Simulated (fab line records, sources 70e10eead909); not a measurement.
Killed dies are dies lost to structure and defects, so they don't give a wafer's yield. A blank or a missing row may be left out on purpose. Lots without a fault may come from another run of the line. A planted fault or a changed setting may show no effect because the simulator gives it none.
A struck lot beside a sound one | flow nand_harc | 26 steps out of a route of 1302
Sound: wafers L223.3, L223.4, L223.5. Struck: wafer L234.5. (L234.2, L234.3 of the same lot were not struck and are left out.) The cause comes at the end.
At each step with rows: each side's tool, then ch and its chambers, then its first start. Under that, the readings that differ: sound wafers | struck wafers | difference of the means | sigmas: that difference in standard deviations of wafers without a fault.
alike: readings whose means differ by less than 2 such deviations, and words and numbers that are the same on both sides. not compared: withheld readings, readings that some wafer has no value for, bounds like >300 that may hide the same value, and numbers for which the record gives no deviation and whose values overlap.
The two part at a step that has a row with sigmas, a row that says differs or no value, or rows on one side only. Numbers that don't overlap but have no deviation are shown without sigmas and don't part them. A reading that every wafer of one side lacks parts them only if that side has two wafers or more.

first, 1 step without rows for these wafers: NHARC_P_M1_PRE_CLEAN_30 (time 30 s).
NHARC_P_M1_PVD_20: deposits TaN, target thk 5 nm, time 8.06 s.
  sound on pvd_sputter-03; struck on pvd_sputter-03
  alike: throttle_valve_pct
NHARC_P_M1_PVD_21: deposits Cu, target thk 30 nm, time 20.49 s.
  sound on pvd_sputter-03; struck on pvd_sputter-03
  alike: throttle_valve_pct
then, 3 steps without rows for these wafers: NHARC_P_M1_ECD_22 (material Cu, target thk 400 nm); NHARC_P_M1_ANNEAL_31 (time 90 s); NHARC_P_M1_CMP_23 (polishes, t overpolish 20 s, target thk 157.82 nm).
NHARC_P_M1_THK_MEAS_24: measures by xrf.
  sound on film_metro-02, day 8 14:32; struck on film_metro-02, day 13 06:25
  alike: thk_nm
then, 1 step without rows for these wafers: NHARC_P_M1_SRD_25.
NHARC_P_M1_INSPECT_27:
  sound on defect_inspect-01, day 8 14:42; struck on defect_inspect-02, day 13 06:34
  alike: raw_defect_count
NHARC_P_M1_PRE_CLEAN_32: time 12 s.
  sound on pecvd-04 ch 1,2, day 8 14:47; struck on pecvd-03 ch 2, day 13 06:38
  reading            | sound       | struck | difference | sigmas
  heater_power_w (W) | 740 742 740 | 569    | -172       | -3
NHARC_P_M1_DEP_33: deposits SiCN, target thk 30 nm.
  sound on pecvd-04 ch 1,2, day 8 14:56; struck on pecvd-03 ch 2, day 13 06:43
  reading            | sound       | struck | difference | sigmas
  heater_power_w (W) | 659 644 670 | 466    | -192       | -3
NHARC_P_M2_DEP_00: deposits SiOC, target thk 182.5 nm.
  sound on pecvd-03 ch 1,2, day 8 15:16; struck on pecvd-03 ch 0,1,2, day 13 07:07
then, 9 steps without rows for these wafers: NHARC_P_M2_DEHYDRATE_01 (time 120 s); NHARC_P_M2_HMDS_02 (time 30 s); NHARC_P_M2_COAT_34 (time 65 s); NHARC_P_M2_COAT_03 (resist thk 90 nm); NHARC_P_M2_SOFTBAKE_04 (time 55 s); NHARC_P_M2_EBR_05; NHARC_P_M2_EXPOSE_06 (exposes mask P M2, target cd 170 nm); NHARC_P_M2_PEB_07 (peb time 65 s); NHARC_P_M2_DEVELOP_08 (develop time 35 s).
NHARC_P_M2_CD_MEAS_09: target cd 170 nm.
  sound on cd_sem-01 ch 0, day 8 16:07; struck on cd_sem-03 ch 0, day 13 07:58
  alike: cd_nm
NHARC_P_M2_OVL_MEAS_10: pitch 340 nm.
  sound on overlay-01, day 8 16:11; struck on overlay-02, day 13 08:02
  alike: overlay_x_nm, overlay_y_nm
NHARC_P_M2_INSPECT_11:
  sound on defect_inspect-02, day 8 16:14; struck on defect_inspect-02, day 13 08:05
  reading          | sound | struck | difference | sigmas
  raw_defect_count | 1 3 3 | 269    | +267       | +99
NHARC_P_M2_DESCUM_14: chemistry O2, time 3 s.
  sound on rie_diel-01 ch 1,3, day 8 16:18; struck on rie_diel-03 ch 3, day 13 08:09
  alike: drypump_motor_current_A, mfc_ar_sccm, oes_product_au, rf_vpp_V, showerhead_plenum_p_Torr, throttle_valve_pct
  not compared: rf_hours_counter_h
-- the record jumps here: 18 days lie between the struck wafers' starts before and after (it left off in module P_M2 and takes up again in module END, whose first step shown is number 1302 of the route) --
NHARC_END_SORT_01:
  the record has rows for the struck wafers here (prober-02 ch 0, day 31 02:41) and none for the sound ones

WHERE THEY PART
First at NHARC_P_M1_PRE_CLEAN_32; last, within this record, at NHARC_END_SORT_01.

WHY: what the simulator had put in
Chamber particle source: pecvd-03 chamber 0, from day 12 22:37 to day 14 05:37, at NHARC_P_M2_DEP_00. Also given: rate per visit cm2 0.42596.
